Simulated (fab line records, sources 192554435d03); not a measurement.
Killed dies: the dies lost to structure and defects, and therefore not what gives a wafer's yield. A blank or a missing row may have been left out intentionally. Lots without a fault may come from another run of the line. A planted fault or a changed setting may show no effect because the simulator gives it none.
The tool behind it: which one? :: flow n5_finfet :: 28 wafers from 10 lots sampled at 6 of the route's 1938 steps

## WHAT THE GAUGES SHOWED, per wafer
N5_BEOL_M15_THK_MEAS_01. Usual: for M15_ILD_THK the level is 1617 nm and the standard deviation is 22.
lot: L482
measured: day 12 09:25
on: film_metro-02
M15_ILD_THK (nm): 1598 1580 1621
flag: 

lot: L486
measured: day 12 17:16
on: film_metro-02
M15_ILD_THK (nm): 1611 1595 1636
flag: 

lot: L487
measured: day 13 14:09
on: film_metro-02
M15_ILD_THK (nm): 1618 1654 1631
flag: 

lot: L490
measured: day 14 02:14
on: film_metro-01
M15_ILD_THK (nm): 1609 1594
flag: 

lot: L492
measured: day 15 02:38
on: film_metro-02
M15_ILD_THK (nm): 1613 1624
flag: 

lot: L494
measured: day 15 15:17
on: film_metro-02
M15_ILD_THK (nm): 1621 1626 1640
flag: 

lot: L500
measured: day 16 10:50
on: film_metro-01
M15_ILD_THK (nm): 1634 1625 1655
flag: 

lot: L502
measured: day 17 07:35
on: film_metro-01
M15_ILD_THK (nm): 1575 1597 1606
flag: 

lot: L503
measured: day 17 11:48
on: film_metro-01
M15_ILD_THK (nm): 1589 1634 1636
flag: 

lot: L501
measured: day 17 16:17
on: film_metro-01
M15_ILD_THK (nm): 1594 1607 1602
flag: 

N5_BEOL_M15_CD_MEAS_17: the cd target is 360 nm. Usual: cd_nm at 362.3 nm, with a standard deviation of 2.2.
lot: L482
measured: day 12 10:19
on: cd_sem-01
cd_nm (nm): 363.4 361.5 359.5
flag: 

lot: L486
measured: day 12 18:10
on: cd_sem-01
cd_nm (nm): 360.7 362.3 363.5
flag: 

lot: L487
measured: day 13 15:19
on: cd_sem-02
cd_nm (nm): 360.6 362.7 364.1
flag: 

lot: L490
measured: day 14 03:15
on: cd_sem-01
cd_nm (nm): 365.1 362.1
flag: 

lot: L492
measured: day 15 03:39
on: cd_sem-02
cd_nm (nm): 360.9 362.1
flag: 

lot: L494
measured: day 15 16:39
on: cd_sem-03
cd_nm (nm): 362.5 364.9 362.9
flag: 

lot: L500
measured: day 16 11:44
on: cd_sem-03
cd_nm (nm): 366.1 364.6 363.3
flag: 

lot: L502
measured: day 17 08:29
on: cd_sem-01
cd_nm (nm): 361.1 364.2 363.8
flag: 

lot: L503
measured: day 17 12:41
on: cd_sem-03
cd_nm (nm): 362.2 361.6 359.6
flag: 

lot: L501
measured: day 17 17:11
on: cd_sem-01
cd_nm (nm): 359.9 364.7 361.6
flag: 

N5_BEOL_M15_THK_MEAS_50: measures by xrf. Usual: for M15_THK the level is 852 nm and the standard deviation is 15.
lot: L482
measured: day 12 14:11
on: film_metro-02
M15_THK (nm): 821 828 839
flag: 

lot: L486
measured: day 13 05:51
on: film_metro-02
M15_THK (nm): 842 866 855
flag: 

lot: L487
measured: day 13 19:49
on: film_metro-02
M15_THK (nm): 843 846 841
flag: 

lot: L490
measured: day 14 10:19
on: film_metro-01
M15_THK (nm): 1263 851
flag: OFF

lot: L492
measured: day 15 17:25
on: film_metro-02
M15_THK (nm): 1257 1237
flag: OFF

lot: L494
measured: day 16 00:32
on: film_metro-01
M15_THK (nm): 833 848 848
flag: 

lot: L500
measured: day 16 15:51
on: film_metro-02
M15_THK (nm): 829 845 853
flag: 

lot: L502
measured: day 17 11:18
on: film_metro-01
M15_THK (nm): 838 883 842
flag: 

lot: L503
measured: day 17 16:23
on: film_metro-02
M15_THK (nm): 851 840 880
flag: 

lot: L501
measured: day 17 20:55
on: film_metro-02
M15_THK (nm): 842 885 864
flag: 

N5_BEOL_M15_RS_MEAS_54: the measuring method here is four-point-probe. Usual: for M15_RS the level is 0.0218 ohm/sq and the standard deviation is 0.00035.
lot: L482
measured: day 12 14:19
on: film_metro-02
M15_RS (ohm/sq): 0.0223 0.0220 0.0218
flag: 

lot: L486
measured: day 13 05:59
on: film_metro-02
M15_RS (ohm/sq): 0.0222 0.0217 0.0220
flag: 

lot: L487
measured: day 13 19:56
on: film_metro-02
M15_RS (ohm/sq): 0.0222 0.0220 0.0221
flag: 

lot: L490
measured: day 14 10:27
on: film_metro-01
M15_RS (ohm/sq): 0.0146 0.0216
flag: OFF

lot: L492
measured: day 15 17:33
on: film_metro-02
M15_RS (ohm/sq): 0.0148 0.0151
flag: OFF

lot: L494
measured: day 16 00:40
on: film_metro-02
M15_RS (ohm/sq): 0.0225 0.0220 0.0220
flag: 

lot: L500
measured: day 16 15:59
on: film_metro-01
M15_RS (ohm/sq): 0.0224 0.0220 0.0217
flag: 

lot: L502
measured: day 17 11:25
on: film_metro-01
M15_RS (ohm/sq): 0.0222 0.0209 0.0221
flag: 

lot: L503
measured: day 17 16:31
on: film_metro-01
M15_RS (ohm/sq): 0.0216 0.0220 0.0210
flag: 

lot: L501
measured: day 17 21:03
on: film_metro-02
M15_RS (ohm/sq): 0.0221 0.0210 0.0214
flag: 

## TOOL THAT RAN EACH LOT (tool first, then ch and the chambers of the sampled wafers, then the start)
lot: L482
N5_BEOL_M15_VIA_ETCH_16: rie_diel-01 ch 1,2,3, day 12 09:54
N5_BEOL_M15_TRENCH_ETCH_34: rie_diel-02 ch 1,2,3, day 12 11:25

lot: L486
N5_BEOL_M15_VIA_ETCH_16: rie_diel-01 ch 1,2,3, day 12 17:46
N5_BEOL_M15_TRENCH_ETCH_34: rie_diel-02 ch 0,1,2, day 12 19:22

lot: L487
N5_BEOL_M15_VIA_ETCH_16: rie_diel-01 ch 0,1,3, day 13 14:55
N5_BEOL_M15_TRENCH_ETCH_34: rie_diel-03 ch 1,2,3, day 13 16:22

lot: L490
N5_BEOL_M15_VIA_ETCH_16: rie_diel-02 ch 2,3, day 14 02:50
N5_BEOL_M15_TRENCH_ETCH_34: rie_diel-02 ch 2,3, day 14 05:05

lot: L492
N5_BEOL_M15_VIA_ETCH_16: rie_diel-03 ch 2,3, day 15 03:14
N5_BEOL_M15_TRENCH_ETCH_34: rie_diel-02 ch 0,3, day 15 04:50

lot: L494
N5_BEOL_M15_VIA_ETCH_16: rie_diel-03 ch 0,2,3, day 15 16:14
N5_BEOL_M15_TRENCH_ETCH_34: rie_diel-03 ch 0,1,3, day 15 19:53

lot: L500
N5_BEOL_M15_VIA_ETCH_16: rie_diel-02 ch 2,3, day 16 11:19
N5_BEOL_M15_TRENCH_ETCH_34: rie_diel-03 ch 0,3, day 16 12:58

lot: L502
N5_BEOL_M15_VIA_ETCH_16: rie_diel-02 ch 0,3, day 17 08:04
N5_BEOL_M15_TRENCH_ETCH_34: rie_diel-01 ch 0,3, day 17 09:32

lot: L503
N5_BEOL_M15_VIA_ETCH_16: rie_diel-03 ch 0,1,2, day 17 12:17
N5_BEOL_M15_TRENCH_ETCH_34: rie_diel-01 ch 0,1,3, day 17 14:02

lot: L501
N5_BEOL_M15_VIA_ETCH_16: rie_diel-02 ch 0,2,3, day 17 16:46
N5_BEOL_M15_TRENCH_ETCH_34: rie_diel-02 ch 0,1,2, day 17 18:22
- N5_BEOL_M15_VIA_ETCH_16: etches SiO2 in C4F8/O2/Ar, target depth 1792.2 nm.
- N5_BEOL_M15_TRENCH_ETCH_34: etches SiO2 in C4F8/O2/Ar, target depth 872.93 nm, time 199 s.

## WHAT THE TOOLS THEMSELVES READ (means of the sampled wafers that have a number; where no wafer has one, the mark that the record gives instead)
N5_BEOL_M15_VIA_ETCH_16. Usual: drypump_motor_current_A 5.6 A, standard deviation 0.48; oes_product_au 0.67 a.u., standard deviation 0.059; rf_vpp_V 2217 V, standard deviation 37; showerhead_plenum_p_Torr 3.46 Torr, standard deviation 0.14; throttle_valve_pct 31.06 %, standard deviation 0.24.
lot: L482
tool: rie_diel-01
drypump_motor_current_A (A): 5.3
oes_product_au (a.u.): 0.74
rf_vpp_V (V): 2210
showerhead_plenum_p_Torr (Torr): 3.55
throttle_valve_pct (%): 31.06
flag: 

lot: L486
tool: rie_diel-01
drypump_motor_current_A (A): 5.3
oes_product_au (a.u.): 0.73
rf_vpp_V (V): 2210
showerhead_plenum_p_Torr (Torr): 3.55
throttle_valve_pct (%): 31.06
flag: 

lot: L487
tool: rie_diel-01
drypump_motor_current_A (A): 5.7
oes_product_au (a.u.): 0.67
rf_vpp_V (V): 2215
showerhead_plenum_p_Torr (Torr): 3.51
throttle_valve_pct (%): 31.05
flag: 

lot: L490
tool: rie_diel-02
drypump_motor_current_A (A): 5.8
oes_product_au (a.u.): 0.71
rf_vpp_V (V): 2214
showerhead_plenum_p_Torr (Torr): 3.40
throttle_valve_pct (%): 31.20
flag: 

lot: L492
tool: rie_diel-03
drypump_motor_current_A (A): 6.1
oes_product_au (a.u.): 0.65
rf_vpp_V (V): 2272
showerhead_plenum_p_Torr (Torr): 3.55
throttle_valve_pct (%): 30.84
flag: 

lot: L494
tool: rie_diel-03
drypump_motor_current_A (A): 5.8
oes_product_au (a.u.): 0.64
rf_vpp_V (V): 2234
showerhead_plenum_p_Torr (Torr): 3.50
throttle_valve_pct (%): 30.95
flag: 

lot: L500
tool: rie_diel-02
drypump_motor_current_A (A): 5.9
oes_product_au (a.u.): 0.67
rf_vpp_V (V): 2212
showerhead_plenum_p_Torr (Torr): 3.32
throttle_valve_pct (%): 31.26
flag: 

lot: L502
tool: rie_diel-02
drypump_motor_current_A (A): 5.5
oes_product_au (a.u.): 0.68
rf_vpp_V (V): 2220
showerhead_plenum_p_Torr (Torr): 3.54
throttle_valve_pct (%): 31.16
flag: 

lot: L503
tool: rie_diel-03
drypump_motor_current_A (A): 5.7
oes_product_au (a.u.): 0.63
rf_vpp_V (V): 2195
showerhead_plenum_p_Torr (Torr): 3.45
throttle_valve_pct (%): 31.08
flag: 

lot: L501
tool: rie_diel-02
drypump_motor_current_A (A): 5.7
oes_product_au (a.u.): 0.66
rf_vpp_V (V): 2214
showerhead_plenum_p_Torr (Torr): 3.39
throttle_valve_pct (%): 31.27
flag: 

N5_BEOL_M15_TRENCH_ETCH_34. Usual: drypump_motor_current_A 5.6 A, standard deviation 0.47; oes_product_au 0.74 a.u., standard deviation 0.063; rf_vpp_V 2215 V, standard deviation 33; showerhead_plenum_p_Torr 3.46 Torr, standard deviation 0.14; throttle_valve_pct 31.10 %, standard deviation 0.24.
lot: L482
tool: rie_diel-02
drypump_motor_current_A (A): 5.5
oes_product_au (a.u.): 0.74
rf_vpp_V (V): 2217
showerhead_plenum_p_Torr (Torr): 3.37
throttle_valve_pct (%): 31.01
flag: 

lot: L486
tool: rie_diel-02
drypump_motor_current_A (A): 5.4
oes_product_au (a.u.): 0.71
rf_vpp_V (V): 2214
showerhead_plenum_p_Torr (Torr): 3.30
throttle_valve_pct (%): 31.11
flag: 

lot: L487
tool: rie_diel-03
drypump_motor_current_A (A): 5.8
oes_product_au (a.u.): 0.71
rf_vpp_V (V): 2234
showerhead_plenum_p_Torr (Torr): 3.52
throttle_valve_pct (%): 31.01
flag: 

lot: L490
tool: rie_diel-02
drypump_motor_current_A (A): 5.8
oes_product_au (a.u.): 0.88
rf_vpp_V (V): 2214
showerhead_plenum_p_Torr (Torr): 3.40
throttle_valve_pct (%): 31.39
flag: 

lot: L492
tool: rie_diel-02
drypump_motor_current_A (A): 5.4
oes_product_au (a.u.): 0.96
rf_vpp_V (V): 2219
showerhead_plenum_p_Torr (Torr): 3.52
throttle_valve_pct (%): 31.53
flag: OFF

lot: L494
tool: rie_diel-03
drypump_motor_current_A (A): 5.5
oes_product_au (a.u.): 0.70
rf_vpp_V (V): 2196
showerhead_plenum_p_Torr (Torr): 3.46
throttle_valve_pct (%): 31.17
flag: 

lot: L500
tool: rie_diel-03
drypump_motor_current_A (A): 5.5
oes_product_au (a.u.): 0.70
rf_vpp_V (V): 2197
showerhead_plenum_p_Torr (Torr): 3.45
throttle_valve_pct (%): 31.11
flag: 

lot: L502
tool: rie_diel-01
drypump_motor_current_A (A): 5.9
oes_product_au (a.u.): 0.69
rf_vpp_V (V): 2206
showerhead_plenum_p_Torr (Torr): 3.48
throttle_valve_pct (%): 31.07
flag: 

lot: L503
tool: rie_diel-01
drypump_motor_current_A (A): 5.7
oes_product_au (a.u.): 0.74
rf_vpp_V (V): 2216
showerhead_plenum_p_Torr (Torr): 3.50
throttle_valve_pct (%): 31.10
flag: 

lot: L501
tool: rie_diel-02
drypump_motor_current_A (A): 5.4
oes_product_au (a.u.): 0.79
rf_vpp_V (V): 2227
showerhead_plenum_p_Torr (Torr): 3.41
throttle_valve_pct (%): 31.11
flag: 

## THE ANSWER, worked out from the rows above alone
Rule: a lot is off if the mean of its wafers that have a number lies more than 3 standard deviations from the usual mean. Also off: a lot with no number at a reading for which 4 or more lots have one. The other lots that the step has rows for count as sound. Order of review: gauges by route order, followed by the tools' own readings, for which a lot's mean as printed above is used. At the first step where some lot is off, the reading lying furthest off is the one used; lots without a number count as furthest.
Off: L490, L492, at N5_BEOL_M15_THK_MEAS_50 (M15_THK).
If a tool, at a process step before that reading, ran all the lots that are off and no sound lot after the first of them, it fits. The gauges at N5_BEOL_M15_THK_MEAS_50 are tried like those tools. Not one of the candidates tried fits.

## WHAT THE SIMULATOR PUT IN
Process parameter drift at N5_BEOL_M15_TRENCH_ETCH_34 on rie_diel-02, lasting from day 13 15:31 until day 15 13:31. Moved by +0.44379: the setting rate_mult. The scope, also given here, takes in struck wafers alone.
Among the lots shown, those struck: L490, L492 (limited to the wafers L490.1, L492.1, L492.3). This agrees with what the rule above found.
